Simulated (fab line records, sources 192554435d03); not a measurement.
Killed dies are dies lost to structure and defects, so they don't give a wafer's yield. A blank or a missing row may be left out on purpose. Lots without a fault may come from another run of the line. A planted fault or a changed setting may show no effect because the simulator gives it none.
A struck lot beside a sound one | flow n5_finfet | 20 steps out of a route of 1938
Sound: wafers L679.2, L679.4, L679.6. Struck: wafer L688.6. (L688.1 of the same lot was not struck and is left out.) The cause comes at the end.
At each step with rows: each side's tool, then ch and its chambers, then its first start. Under that, the readings that differ: sound wafers | struck wafers | difference of the means | sigmas: that difference in standard deviations of wafers without a fault.
alike: readings whose means differ by less than 2 such deviations, and words and numbers that are the same on both sides. not compared: withheld readings, readings that some wafer has no value for, bounds like >300 that may hide the same value, and numbers for which the record gives no deviation and whose values overlap.
The two part at a step that has a row with sigmas, a row that says differs or no value, or rows on one side only. Numbers that don't overlap but have no deviation are shown without sigmas and don't part them. A reading that every wafer of one side lacks parts them only if that side has two wafers or more.

first, 2 steps without rows for these wafers: N5_FIN_CUT_PEB_06 (peb time 60 s); N5_FIN_CUT_DEVELOP_07 (develop time 30 s).
N5_FIN_CUT_CD_MEAS_08: target cd 29.1 nm.
  sound on cd_sem-03 ch 0, day 2 22:16; struck on cd_sem-03 ch 0, day 5 12:18
  alike: cd_nm
N5_FIN_CUT_OVL_MEAS_09:
  sound on overlay-02 ch 0, day 2 22:19; struck on overlay-01 ch 0, day 5 12:20
  alike: FIN_CUT_OVL
N5_FIN_CUT_INSPECT_10: inspects for defects (brightfield).
  sound on defect_inspect-02, day 2 22:22; struck on defect_inspect-02, day 5 12:23
  alike: raw_defect_count
N5_FIN_CUT_DESCUM_13: chemistry O2, time 7 s.
  sound on rie_diel-04 ch 0,1,3, day 2 22:25; struck on rie_diel-04 ch 3, day 5 12:26
  reading             | sound             | struck | difference | sigmas
  o2_flow_sccm (sccm) | 224.6 224.7 224.5 | 226.1  | +1.5       | +2
  alike: drypump_motor_current_A, oes_product_au, rf_vpp_V, showerhead_plenum_p_Torr, throttle_valve_pct
  not compared: rf_hours_counter_h
N5_FIN_CUT_ETCH_30: etches underlayer in N2/H2, target depth 13 nm, time 10.4 s.
  sound on rie_diel-04 ch 0,1,3, day 2 22:26; struck on rie_diel-04 ch 3, day 5 12:28
  alike: drypump_motor_current_A, etch_rf_on_time_s, oes_product_au, rf_vpp_V, showerhead_plenum_p_Torr, throttle_valve_pct
  not compared: rf_hours_counter_h
N5_FIN_CUT_ETCH_20: etches SiARC in CF4, target depth 26 nm, time 43.3 s.
  sound on rie_diel-04 ch 0,1,3, day 2 22:28; struck on rie_diel-04 ch 3, day 5 12:29
  alike: drypump_motor_current_A, etch_rf_on_time_s, oes_product_au, rf_vpp_V, showerhead_plenum_p_Torr, throttle_valve_pct
  not compared: rf_hours_counter_h
then, 3 steps without rows for these wafers: N5_FIN_CUT_ETCH_21 (etches SOC in N2/H2, target depth 219 nm, overetch 43.8 nm, time 523.5 s); N5_FIN_CUT_STRIP_23 (strips in N2/H2); N5_FIN_CUT_STRIP_31 (strips in N2/H2).
N5_FIN_CUT_STRIP_24: strips in CF4.
  sound on rie_diel-04 ch 0,1,3, day 3 00:41; struck on rie_diel-04 ch 3, day 5 12:51
  alike: drypump_motor_current_A, oes_product_au, rf_vpp_V, showerhead_plenum_p_Torr, throttle_valve_pct
  not compared: rf_hours_counter_h
N5_FIN_CUT_CUT_ETCH_26: etches SiNx in CH3F/O2, target depth 39 nm, time 55.7 s.
  sound on rie_diel-04 ch 0,1,3, day 3 00:42; struck on rie_diel-04 ch 3, day 5 12:52
  reading                                  | sound             | struck | difference | sigmas
  oes_product_au (a.u.)                    | 0.74 0.70 0.84    | 1.00   | +0.24      | +3
  model.etch.depth_nm (nm)                 | 38.91 37.52 39.32 | 61.65  | +23.07     |
  model.SOC_of_FIN_CUT_COAT_18.thk_nm (nm) | 211.2 211.8 210.2 | 200    | -11        |
  alike: O2_flow_sccm, drypump_motor_current_A, rf_vpp_V, showerhead_plenum_p_Torr, throttle_valve_pct
  not compared: rf_hours_counter_h
then, 3 steps without rows for these wafers: N5_FIN_CUT_CUT_ETCH_27 (etches SiO2 in CHF3/O2, target depth 4 nm, overetch 2 nm, time 4.9 s); N5_FIN_CUT_PRECLEAN_35 (cleans in vHF, time 13.3 s); N5_FIN_CUT_CUT_ETCH_15 (etches Si in HBr/Cl2/O2, target depth 100 nm, bt time 10 s, time 42.4 s).
N5_FIN_CUT_CUT_ETCH_28: etches Si in HBr/Cl2/O2, target depth 6 nm, time 2.4 s.
  sound on rie_si-04 ch 0,1, day 3 00:57; struck on rie_si-01 ch 3, day 5 13:50
  reading                                  | sound             | struck | difference | sigmas
  model.SOC_of_FIN_CUT_COAT_18.thk_nm (nm) | 168.4 168.6 166.8 | 156.8  | -11.1      |
  alike: O2_flow_sccm, drypump_motor_current_A, oes_product_au, throttle_valve_pct
  not compared: rf_hours_counter_h
N5_FIN_CUT_STRIP_22: strips in N2/H2.
  sound on rie_diel-04 ch 1,3, day 3 01:01; struck on rie_diel-02 ch 1, day 5 13:55
  reading                         | sound          | struck | difference | sigmas
  showerhead_plenum_p_Torr (Torr) | 3.40 3.52 3.52 | 3.27   | -0.21      | -2
  alike: drypump_motor_current_A, oes_product_au, rf_vpp_V, throttle_valve_pct
  not compared: rf_hours_counter_h
-- the record jumps here: 6 days lie between the struck wafers' starts before and after (it left off in module FIN_CUT and takes up again in module BEOL_M4, whose first step shown is number 1111 of the route) --
N5_BEOL_M4_RC_MEAS_101:
  sound on prober-02 ch 0, day 9 06:36; struck on prober-02 ch 0, day 11 18:20
  reading        | sound          | struck | difference | sigmas
  IOFF_N (nA/um) | 0.20 0.13 0.09 | 0.22   | +0.08      | +2
  SS_N (mV/dec)  | 72.0 70.9 69.6 | 72.7   | +1.9       | +2
  alike: DIBL_N, DIBL_P, IOFF_P, ION_N, ION_P, SS_P, VT_N, VT_P
-- the record jumps here: 5 days lie between the struck wafers' starts before and after (it left off in module BEOL_M4 and takes up again in module PASSIVATION, whose first step shown is number 1936 of the route) --
N5_PASSIVATION_PROBE_49:
  the record has rows for the struck wafers here (prober-02, day 16 12:00) and none for the sound ones

WHERE THEY PART
First at N5_FIN_CUT_DESCUM_13; last, within this record, at N5_PASSIVATION_PROBE_49.

WHY: what the simulator had put in
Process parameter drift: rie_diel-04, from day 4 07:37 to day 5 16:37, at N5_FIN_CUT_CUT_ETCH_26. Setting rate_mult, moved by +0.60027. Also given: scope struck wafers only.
